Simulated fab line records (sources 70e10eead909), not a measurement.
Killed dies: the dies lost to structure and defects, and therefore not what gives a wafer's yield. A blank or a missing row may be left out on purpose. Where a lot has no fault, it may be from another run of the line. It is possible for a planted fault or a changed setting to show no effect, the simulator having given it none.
A struck lot beside a sound one ; flow nand_harc ; 13 steps out of a route of 1302
Sound: the wafers L999.3, L999.4, L999.5. The struck wafers were L119.3, L119.5, L119.6. The cause is named last.
At each step with rows: each side's tool, then ch and its chambers, then its first start. Under that, the readings that differ: sound wafers ; struck wafers ; difference of the means ; sigmas: that difference in standard deviations of wafers without a fault.
alike: readings with means less than 2 such deviations apart, plus words and numbers identical on both sides. not compared: withheld readings, readings lacking a value on some wafer, bounds such as >300 that could conceal the same value, and numbers that have no deviation in the record and whose values overlap.
Wherever a step has rows on one side only, a row that says differs or no value, or a row with sigmas, the two part there. Numbers that don't overlap but have no deviation are shown without sigmas and don't part them. Lack of a reading on every wafer of one side parts them only where that side has two or more wafers.

NHARC_A_WL_FILL_INSPECT_15:
  sound on defect_inspect-02, day 21 01:47; struck on defect_inspect-01, day 29 14:14
  alike: raw_defect_count
NHARC_A_CONTACT_DEP_24: deposits SiO2, target thk 500 nm.
  sound on pecvd-02 ch 0,2, day 21 02:02; struck on pecvd-01 ch 0,1, day 29 14:22
  alike: heater_power_w, susceptor_temp_C, throttle_valve_pct
NHARC_A_CONTACT_DEP_28: deposits aC, target thk 7000 nm.
  sound on acl_dep-02 ch 0, day 21 04:46; struck on acl_dep-01 ch 0, day 29 16:19
  alike: susceptor_temp_C, throttle_valve_pct
NHARC_A_CONTACT_DEP_29: deposits SiON, target thk 100 nm.
  sound on pecvd-01 ch 0,1, day 21 07:37; struck on pecvd-01 ch 0,2, day 29 19:13
  alike: heater_power_w, susceptor_temp_C
then, 7 steps without rows for these wafers: NHARC_A_CONTACT_DEHYDRATE_32 (time 120 s); NHARC_A_CONTACT_HMDS_33 (time 30 s); NHARC_A_CONTACT_COAT_34 (time 75 s); NHARC_A_CONTACT_COAT_35 (time 65 s); NHARC_A_CONTACT_COAT_36 (resist thk 90 nm); NHARC_A_CONTACT_SOFTBAKE_37 (time 55 s); NHARC_A_CONTACT_EBR_38.
NHARC_A_CONTACT_EXPOSE_39: exposes mask A CC 3.
  sound on arfi_scanner-01 ch 0, day 21 08:13; struck on arfi_scanner-03, day 29 19:48
  no value came back on the struck wafers for exposure_dose_mJ_cm2, focus_offset_nm (nm); on the sound wafers exposure_dose_mJ_cm2 reads 58.8 58.8 58.8
  alike: mask
then, 1 step without rows for these wafers: NHARC_A_CONTACT_PEB_40 (peb time 65 s).

## WHERE THEY PART
Within this record, at NHARC_A_CONTACT_EXPOSE_39 only.

WHY: what had been put in by the simulator
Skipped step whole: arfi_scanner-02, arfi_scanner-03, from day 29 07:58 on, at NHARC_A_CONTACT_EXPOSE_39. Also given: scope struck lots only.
